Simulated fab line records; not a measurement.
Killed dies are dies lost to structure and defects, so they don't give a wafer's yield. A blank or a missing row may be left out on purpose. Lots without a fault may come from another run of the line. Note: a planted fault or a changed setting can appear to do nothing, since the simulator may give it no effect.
Chamber matching + flow n5_finfet + N5_HKMG_FIN_ETCH_58 on rie_diel-04: 4 sister chambers
The step etches SOC in N2/H2, target depth 215.8 nm, time 741 s. 20 wafers are shown with their chamber, then 10 later ones without.

EACH WAFER AND ITS CHAMBER
| wafer  | chamber | throttle_valve_pct (%) | oes_product_au (a.u.) | showerhead_plenum_p_Torr (Torr) |
|--------|---------|------------------------|-----------------------|---------------------------------|
| L075.2 | 1       | 17.89                  | 0.87                  | 2.59                            |
| L075.5 | 0       | 17.75                  | 0.74                  | 2.54                            |
| L075.6 | 3       | 17.89                  | 0.71                  | 2.60                            |
| L076.1 | 2       | 17.48                  | 0.83                  | 2.58                            |
| L076.2 | 3       | 17.92                  | 0.72                  | 2.60                            |
| L076.4 | 0       | 17.75                  | 0.75                  | 2.54                            |
| L078.3 | 0       | 17.74                  | 0.74                  | 2.54                            |
| L078.4 | 3       | 17.94                  | 0.71                  | 2.60                            |
| L078.5 | 0       | 17.74                  | 0.74                  | 2.54                            |
| L082.2 | 2       | 17.48                  | 0.82                  | 2.57                            |
| L082.4 | 0       | 17.77                  | 0.73                  | 2.54                            |
| L082.5 | 3       | 17.93                  | 0.70                  | 2.60                            |
| L084.1 | 2       | 17.50                  | 0.80                  | 2.57                            |
| L084.5 | 1       | 17.93                  | 0.85                  | 2.58                            |
| L084.6 | 2       | 17.50                  | 0.80                  | 2.57                            |
| L085.2 | 3       | 17.96                  | 0.70                  | 2.59                            |
| L085.3 | 0       | 17.78                  | 0.72                  | 2.53                            |
| L085.4 | 2       | 17.50                  | 0.80                  | 2.57                            |
| L086.1 | 0       | 17.79                  | 0.72                  | 2.53                            |
| L086.3 | 2       | 17.51                  | 0.80                  | 2.57                            |

SIGNATURES (means of the wafers above)
| reading                  | chamber 0 | chamber 1 | chamber 2 | chamber 3 | scatter within a chamber |
|--------------------------|-----------|-----------|-----------|-----------|--------------------------|
| throttle_valve_pct       | 17.7600   | 17.9100   | 17.4950   | 17.9280   | 0.0204                   |
| oes_product_au           | 0.7343    | 0.8600    | 0.8083    | 0.7080    | 0.0116                   |
| showerhead_plenum_p_Torr | 2.5371    | 2.5850    | 2.5717    | 2.5980    | 0.00472                  |
Rule: for each reading, subtract the chamber's mean from the wafer's reading, divide by that reading's scatter and square the result; add these up over the readings and take the root, which gives the wafer's distance from the chamber. The wafer belongs to the nearest chamber; if the next one is less than 2 further off, it can't be placed. The scatter is the square root of a quotient: the sum, over the shown wafers, of each reading's squared deviation from its chamber's mean, divided by wafers minus chambers.

WAFERS WITH NO CHAMBER GIVEN
| wafer  | throttle_valve_pct (%) | oes_product_au (a.u.) | showerhead_plenum_p_Torr (Torr) |
|--------|------------------------|-----------------------|---------------------------------|
| L086.5 | 17.94                  | 0.84                  | 2.58                            |
| L093.3 | 17.97                  | 0.82                  | 2.57                            |
| L093.5 | 17.97                  | 0.82                  | 2.57                            |
| L093.6 | 17.54                  | 0.78                  | 2.56                            |
| L095.1 | 17.98                  | 0.82                  | 2.57                            |
| L095.4 | 17.98                  | 0.81                  | 2.57                            |
| L095.6 | 17.55                  | 0.78                  | 2.56                            |
| L091.3 | 17.54                  | 0.77                  | 2.56                            |
| L091.4 | 17.81                  | 0.70                  | 2.52                            |
| L091.5 | 17.97                  | 0.81                  | 2.57                            |

EACH ONE'S CHAMBER
| wafer  | from the rows above | in truth |
|--------|---------------------|----------|
| L086.5 | 1                   | 1        |
| L093.3 | 1                   | 1        |
| L093.5 | 1                   | 1        |
| L093.6 | 2                   | 2        |
| L095.1 | 1                   | 1        |
| L095.4 | 1                   | 1        |
| L095.6 | 2                   | 2        |
| L091.3 | 2                   | 2        |
| L091.4 | 0                   | 0        |
| L091.5 | 1                   | 1        |
10 of 10 placed correctly. Not placeable from these rows: 0. Wrongly placed: 0.
